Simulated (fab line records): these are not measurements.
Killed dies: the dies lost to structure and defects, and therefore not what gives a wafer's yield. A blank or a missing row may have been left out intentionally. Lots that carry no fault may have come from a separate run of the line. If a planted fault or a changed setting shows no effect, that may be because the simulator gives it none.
Lot-split experiment || flow n5Finfet || 21 wafers read from 7 lots, route of 1938 steps

SPLIT DETAILS
At N5_HKMG_FIN_COAT_43 (resist thk 90 nm), the setting spinRpm was moved away from the recipe's 1500 rpm on 5 of the 21 wafers read, by -10.1% to +6.5%. All remaining wafers had this setting at the recipe value.

FROM THE SPLIT TO THE READING: what the file shows between them, 4 steps
- N5_HKMG_FIN_EBR_45
- N5_HKMG_FIN_SOFTBAKE_44: time 60 s
- N5_HKMG_FIN_EXPOSE_46: exposes mask NDIPOLE
- N5_HKMG_FIN_PEB_47: peb time 60 s

THE READING
CAR-ArF_of_HKMG_FIN_COAT_43.thkNm (the simulator's own value, which no gauge read), in nm, at N5_HKMG_FIN_DEVELOP_48 (develop time 30 s). The file does not state a usual value for it. Average 88.5 nm, standard deviation 0.27 nm, over the 16 wafers here run with the recipe.

{"wafer": "L077.1", "tool, chamber at the split": "lithoTrack-03, 0", "spinRpm as run, rpm": 1500, "against the recipe": "recipe", "CAR-ArF_of_HKMG_FIN_COAT_43.thkNm, nm": 88, "against lot-mates on the recipe": "-"}
{"wafer": "L077.4", "tool, chamber at the split": "lithoTrack-03, 0", "spinRpm as run, rpm": 1500, "against the recipe": "recipe", "CAR-ArF_of_HKMG_FIN_COAT_43.thkNm, nm": 88, "against lot-mates on the recipe": "-"}
{"wafer": "L077.2", "tool, chamber at the split": "lithoTrack-03, 0", "spinRpm as run, rpm": 1500, "against the recipe": "recipe", "CAR-ArF_of_HKMG_FIN_COAT_43.thkNm, nm": 88.2, "against lot-mates on the recipe": "-"}
{"wafer": "L082.1", "tool, chamber at the split": "lithoTrack-04, 0", "spinRpm as run, rpm": 1348, "against the recipe": "-10.1%", "CAR-ArF_of_HKMG_FIN_COAT_43.thkNm, nm": 93.6, "against lot-mates on the recipe": "+5.0"}
{"wafer": "L082.4", "tool, chamber at the split": "lithoTrack-04, 0", "spinRpm as run, rpm": 1500, "against the recipe": "recipe", "CAR-ArF_of_HKMG_FIN_COAT_43.thkNm, nm": 88.6, "against lot-mates on the recipe": "-"}
{"wafer": "L082.5", "tool, chamber at the split": "lithoTrack-04, 0", "spinRpm as run, rpm": 1348, "against the recipe": "-10.1%", "CAR-ArF_of_HKMG_FIN_COAT_43.thkNm, nm": 93.4, "against lot-mates on the recipe": "+4.8"}
{"wafer": "L085.1", "tool, chamber at the split": "lithoTrack-04, 0", "spinRpm as run, rpm": 1442, "against the recipe": "-3.9%", "CAR-ArF_of_HKMG_FIN_COAT_43.thkNm, nm": 90.4, "against lot-mates on the recipe": "+1.8"}
{"wafer": "L085.3", "tool, chamber at the split": "lithoTrack-04, 0", "spinRpm as run, rpm": 1500, "against the recipe": "recipe", "CAR-ArF_of_HKMG_FIN_COAT_43.thkNm, nm": 88.4, "against lot-mates on the recipe": "-"}
{"wafer": "L085.4", "tool, chamber at the split": "lithoTrack-04, 0", "spinRpm as run, rpm": 1500, "against the recipe": "recipe", "CAR-ArF_of_HKMG_FIN_COAT_43.thkNm, nm": 88.8, "against lot-mates on the recipe": "-"}
{"wafer": "L086.2", "tool, chamber at the split": "lithoTrack-04, 0", "spinRpm as run, rpm": 1500, "against the recipe": "recipe", "CAR-ArF_of_HKMG_FIN_COAT_43.thkNm, nm": 88.6, "against lot-mates on the recipe": "-"}
{"wafer": "L086.5", "tool, chamber at the split": "lithoTrack-04, 0", "spinRpm as run, rpm": 1500, "against the recipe": "recipe", "CAR-ArF_of_HKMG_FIN_COAT_43.thkNm, nm": 88.6, "against lot-mates on the recipe": "-"}
{"wafer": "L086.6", "tool, chamber at the split": "lithoTrack-04, 0", "spinRpm as run, rpm": 1500, "against the recipe": "recipe", "CAR-ArF_of_HKMG_FIN_COAT_43.thkNm, nm": 88.6, "against lot-mates on the recipe": "-"}
{"wafer": "L089.1", "tool, chamber at the split": "lithoTrack-03, 0", "spinRpm as run, rpm": 1500, "against the recipe": "recipe", "CAR-ArF_of_HKMG_FIN_COAT_43.thkNm, nm": 88.6, "against lot-mates on the recipe": "-"}
{"wafer": "L089.3", "tool, chamber at the split": "lithoTrack-03, 0", "spinRpm as run, rpm": 1500, "against the recipe": "recipe", "CAR-ArF_of_HKMG_FIN_COAT_43.thkNm, nm": 88.4, "against lot-mates on the recipe": "-"}
{"wafer": "L089.4", "tool, chamber at the split": "lithoTrack-03, 0", "spinRpm as run, rpm": 1500, "against the recipe": "recipe", "CAR-ArF_of_HKMG_FIN_COAT_43.thkNm, nm": 88.4, "against lot-mates on the recipe": "-"}
{"wafer": "L092.2", "tool, chamber at the split": "lithoTrack-04, 0", "spinRpm as run, rpm": 1597, "against the recipe": "+6.5%", "CAR-ArF_of_HKMG_FIN_COAT_43.thkNm, nm": 85.6, "against lot-mates on the recipe": -2.8}
{"wafer": "L092.4", "tool, chamber at the split": "lithoTrack-04, 0", "spinRpm as run, rpm": 1597, "against the recipe": "+6.5%", "CAR-ArF_of_HKMG_FIN_COAT_43.thkNm, nm": 85.4, "against lot-mates on the recipe": -3.0}
{"wafer": "L092.6", "tool, chamber at the split": "lithoTrack-04, 0", "spinRpm as run, rpm": 1500, "against the recipe": "recipe", "CAR-ArF_of_HKMG_FIN_COAT_43.thkNm, nm": 88.4, "against lot-mates on the recipe": "-"}
{"wafer": "L094.3", "tool, chamber at the split": "lithoTrack-02, 0", "spinRpm as run, rpm": 1500, "against the recipe": "recipe", "CAR-ArF_of_HKMG_FIN_COAT_43.thkNm, nm": 89, "against lot-mates on the recipe": "-"}
{"wafer": "L094.5", "tool, chamber at the split": "lithoTrack-02, 0", "spinRpm as run, rpm": 1500, "against the recipe": "recipe", "CAR-ArF_of_HKMG_FIN_COAT_43.thkNm, nm": 88.8, "against lot-mates on the recipe": "-"}
{"wafer": "L094.6", "tool, chamber at the split": "lithoTrack-02, 0", "spinRpm as run, rpm": 1500, "against the recipe": "recipe", "CAR-ArF_of_HKMG_FIN_COAT_43.thkNm, nm": 88.8, "against lot-mates on the recipe": "-"}

FIT RESULTS
A straight line over all 21 wafers: CAR-ArF_of_HKMG_FIN_COAT_43.thkNm changes by -0.484 nm for each +1% of spinRpm; r = -0.99; the points scatter about the line by 0.26 nm.
The same after taking each lot's own level away (the mean of its wafers on the recipe; 21 wafers): -0.472 nm for each +1%; r = -1.00; scatter 0.12 nm.
On that fit, the largest move of spinRpm shifts the reading by 4.8 nm.
The span of the lots' own levels, 88.07 to 88.87 nm, comes to 2.9 times the standard deviation stated above.
The two slopes agree, so the slope changes little with the lot-to-lot level.
Check: for one of the wafers moved furthest among these (-10.1%), held out of the fit, the line's prediction against its lot-mates is +4.7 nm. It came out at +5 nm against them.

FURTHER SPLITS ON THESE WAFERS
Other splits were also applied to these wafers ahead of the reading. Each is held against what the fit with the lots' levels taken away leaves over:
{"other split on the same wafers": "N5_SD_EPI_N_PEB_07 pebTempC", "wafers away from the commonest value": 9, "r with CAR-ArF_of_HKMG_FIN_COAT_43.thkNm (lot level and that fit taken away)": -0.05}
{"other split on the same wafers": "N5_SD_EPI_P_COAT_34 spinRpm", "wafers away from the commonest value": 3, "r with CAR-ArF_of_HKMG_FIN_COAT_43.thkNm (lot level and that fit taken away)": "+0.07"}
{"other split on the same wafers": "N5_SD_EPI_P_COAT_35 spinRpm", "wafers away from the commonest value": 7, "r with CAR-ArF_of_HKMG_FIN_COAT_43.thkNm (lot level and that fit taken away)": -0.36}

THE WHOLE CHAIN: every reading that the file lists as answering this split, in the file's order
{"step": "N5_HKMG_FIN_COAT_43", "what it does": "resist thk 90 nm", "reading": "CAR-ArF_of_HKMG_FIN_COAT_43.thkNm (the simulator's own value, which no gauge read)", "change (the file's fit)": "-0.464 nm for each +1% of the setting", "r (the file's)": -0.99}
{"step": "N5_HKMG_FIN_DEVELOP_48", "what it does": "develop time 30 s", "reading": "CAR-ArF_of_HKMG_FIN_COAT_43.thkNm (the simulator's own value, which no gauge read)", "change (the file's fit)": "-0.473 nm for each +1% of the setting", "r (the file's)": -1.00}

FILE'S OWN FIT
CAR-ArF_of_HKMG_FIN_COAT_43.thkNm changes by -0.473 nm for each +1% of spinRpm, r = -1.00.
